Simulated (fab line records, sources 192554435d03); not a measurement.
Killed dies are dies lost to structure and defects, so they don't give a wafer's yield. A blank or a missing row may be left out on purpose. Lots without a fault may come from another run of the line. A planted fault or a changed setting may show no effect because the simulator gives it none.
A struck lot beside a sound one | flow n5_finfet | 15 steps out of a route of 1938
Sound: wafers L949.1, L949.2, L949.4. Struck: wafers L957.2, L957.3, L957.4. The cause comes at the end.
At each step with rows: each side's tool, then ch and its chambers, then its first start. Under that, the readings that differ: sound wafers | struck wafers | difference of the means | sigmas: that difference in standard deviations of wafers without a fault.
alike: readings whose means differ by less than 2 such deviations, and words and numbers that are the same on both sides. not compared: withheld readings, readings that some wafer has no value for, bounds like >300 that may hide the same value, and numbers for which the record gives no deviation and whose values overlap.
The two part at a step that has a row with sigmas, a row that says differs or no value, or rows on one side only. Numbers that don't overlap but have no deviation are shown without sigmas and don't part them. A reading that every wafer of one side lacks parts them only if that side has two wafers or more.

first, 8 steps without rows for these wafers: N5_BEOL_M5_COAT_60 (time 60 s, resist thk 12 nm); N5_BEOL_M5_COAT_71 (time 60 s, resist thk 5 nm); N5_BEOL_M5_COAT_05 (resist thk 30 nm); N5_BEOL_M5_EBR_07; N5_BEOL_M5_SOFTBAKE_06 (time 60 s); N5_BEOL_M5_EXPOSE_08 (exposes mask M5, target cd 28 nm); N5_BEOL_M5_PEB_09 (peb time 60 s); N5_BEOL_M5_DEVELOP_10 (develop time 30 s).
N5_BEOL_M5_CD_MEAS_11: target cd 27.74 nm.
  sound on cd_sem-02 ch 0, day 9 08:28; struck on cd_sem-03 ch 0, day 11 09:47
  alike: cd_nm
N5_BEOL_M5_OVL_MEAS_12:
  sound on overlay-01 ch 0, day 9 08:30; struck on overlay-01 ch 0, day 11 09:50
  alike: M5_OVL
N5_BEOL_M5_INSPECT_13: inspects for defects (brightfield).
  sound on defect_inspect-02, day 9 08:34; struck on defect_inspect-02, day 11 09:53
  alike: raw_defect_count
N5_BEOL_M5_DESCUM_16: chemistry O2, time 7 s.
  sound on rie_diel-04 ch 1,2,3, day 9 08:49; struck on rie_diel-03 ch 0,2,3, day 11 09:55
  alike: chamber_pressure_mTorr, drypump_motor_current_A, oes_product_au, rf_vpp_V, showerhead_plenum_p_Torr, throttle_valve_pct
  not compared: rf_hours_counter_h
N5_BEOL_M5_ETCH_72: etches underlayer in N2/H2, target depth 6.5 nm, time 5.2 s.
  sound on rie_diel-04 ch 1,2,3, day 9 08:51; struck on rie_diel-03 ch 0,2,3, day 11 09:57
  reading               | sound             | struck            | difference | sigmas
  etch_rf_on_time_s (s) | 5.17 4.95 5.20    | 6.32 6.21 6.44    | +1.22      | +8
  rf_fwd_power_W (W)    | 816.1 822.6 818.7 | 618.4 615.4 622.2 | -200.5     | -84
  rf_vpp_V (V)          | 522.7 519.6 523.9 | 576.5 576.4 572.9 | +53.2      | +22
  alike: chamber_pressure_mTorr, drypump_motor_current_A, n2_flow_sccm, oes_product_au, showerhead_plenum_p_Torr, throttle_valve_pct
  not compared: rf_hours_counter_h
N5_BEOL_M5_ETCH_61: etches SiARC in CF4, target depth 15.6 nm, time 26 s.
  sound on rie_diel-04 ch 1,2,3, day 9 08:52; struck on rie_diel-03 ch 0,2,3, day 11 09:58
  alike: chamber_pressure_mTorr, drypump_motor_current_A, etch_rf_on_time_s, oes_product_au, rf_fwd_power_W, rf_vpp_V, showerhead_plenum_p_Torr, throttle_valve_pct
  not compared: rf_hours_counter_h
N5_PASSIVATION_PROBE_49:
  the record has rows for the sound wafers here (prober-02, day 13 20:38) and none for the struck ones

WHERE THEY PART
First at N5_BEOL_M5_ETCH_72; last, within this record, at N5_PASSIVATION_PROBE_49.

WHY: what the simulator had put in
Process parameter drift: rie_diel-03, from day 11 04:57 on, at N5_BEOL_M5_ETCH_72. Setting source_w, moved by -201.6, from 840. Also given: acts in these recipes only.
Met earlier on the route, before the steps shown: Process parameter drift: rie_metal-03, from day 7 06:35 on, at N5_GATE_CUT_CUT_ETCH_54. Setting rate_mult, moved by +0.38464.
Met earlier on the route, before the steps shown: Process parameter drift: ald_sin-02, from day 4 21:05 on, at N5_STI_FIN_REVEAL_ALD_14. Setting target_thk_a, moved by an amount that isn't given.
